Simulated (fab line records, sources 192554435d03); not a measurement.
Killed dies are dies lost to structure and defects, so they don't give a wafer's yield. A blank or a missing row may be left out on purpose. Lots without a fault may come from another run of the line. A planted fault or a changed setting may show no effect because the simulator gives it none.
One fault seen from 3 desks | flow n5_finfet | each desk has only its own numbers; what lay behind them comes last

THE DEFECT DESK
What the inspections along the route counted, lot by lot: means of the sampled wafers that have a number. A lot is out of limits, marked OUT, if its mean lies more than 4 standard deviations from the usual mean; the brackets give that distance.
Columns: A = raw_defect_count at N5_BEOL_M13_INSPECT_55, usual 67; B = raw_defect_count at N5_BEOL_M14_INSPECT_12, usual 2.1
lot  | first seen here | A  | B
L715 | day 11 10:03    | 43 | 2.7
L723 | day 13 06:43    | 50 | 0.7
L727 | day 14 21:46    | 60 | 1.3
L733 | day 16 02:29    | 74 | 1.7
L734 | day 16 02:46    | 58 | 1.0
L736 | day 16 20:40    | 68 | 1.0
This desk's finding: nothing out of limits on any of the 6 lots.

THE TOOL OWNER'S DESK: litho_track-04
The tool's own readings at N5_BEOL_M14_COAT_04 (resist thk 800 nm): means of the sampled wafers that have a number, for each lot that ran on this tool. A lot is out of limits, marked OUT, if its mean lies more than 4 standard deviations from the usual mean; the brackets give that distance.
Columns: A = spin_speed_rpm at N5_BEOL_M14_COAT_04, usual 1704.0 rpm
lot  | first seen here | A
L727 | day 14 22:02    | 1703.0
L733 | day 16 02:44    | 1462.0 (-99 or more) OUT
L736 | day 16 20:55    | 1461.4 (-99 or more) OUT
This desk's finding: out of limits on L733, L736; first on L733, day 16 02:44 (spin_speed_rpm at N5_BEOL_M14_COAT_04). In limits: L727.

THE METROLOGY DESK
What the gauges read, lot by lot, whatever tool the lot ran on: means of the sampled wafers that have a number. A lot is out of limits, marked OUT, if its mean lies more than 4 standard deviations from the usual mean; the brackets give that distance.
Columns: A = M13_THK at N5_BEOL_M13_THK_MEAS_50, usual 427 nm; B = M13_RS at N5_BEOL_M13_RS_MEAS_54, usual 0.0450 ohm/sq; C = M14_ILD_THK at N5_BEOL_M14_THK_MEAS_01, usual 1116 nm; D = cd_nm at N5_BEOL_M14_CD_MEAS_10, usual 251.2 nm; E = V13_OVL at N5_BEOL_M14_OVL_MEAS_11, usual 4 nm
lot  | first seen here | A   | B      | C    | D     | E
L715 | day 11 09:53    | 437 | 0.0444 | 1104 | 249.5 | 3
L723 | day 13 06:34    | 420 | 0.0455 | 1105 | 251.6 | 1
L727 | day 14 21:37    | 429 | 0.0447 | 1130 | 251.8 | 3
L733 | day 16 02:19    | 418 | 0.0453 | 1130 | 247.7 | 4
L734 | day 16 02:37    | 424 | 0.0449 | 1107 | 248.7 | 8
L736 | day 16 20:31    | 433 | 0.0447 | 1123 | 249.9 | 8
This desk's finding: nothing out of limits on any of the 6 lots.

PUT TOGETHER
The tool owner's desk could have raised an alarm at day 16 02:44, on L733, L736.
The defect desk saw nothing out of limits.
The metrology desk saw nothing out of limits.
The defect desk has L733, L736 on record, within its limits.
The metrology desk has L733, L736 on record, within its limits.
Of the lots named, all ran N5_BEOL_M14_COAT_04 on litho_track-04.

WHAT THE SIMULATOR HAD PUT IN
Process parameter drift: litho_track-04, from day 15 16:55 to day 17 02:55, at N5_BEOL_M14_COAT_04. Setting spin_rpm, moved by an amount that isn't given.
Lots struck among those shown: L733, L736.
Hours from the fault's start to each desk's first reading out of limits: the tool owner's desk, 10.
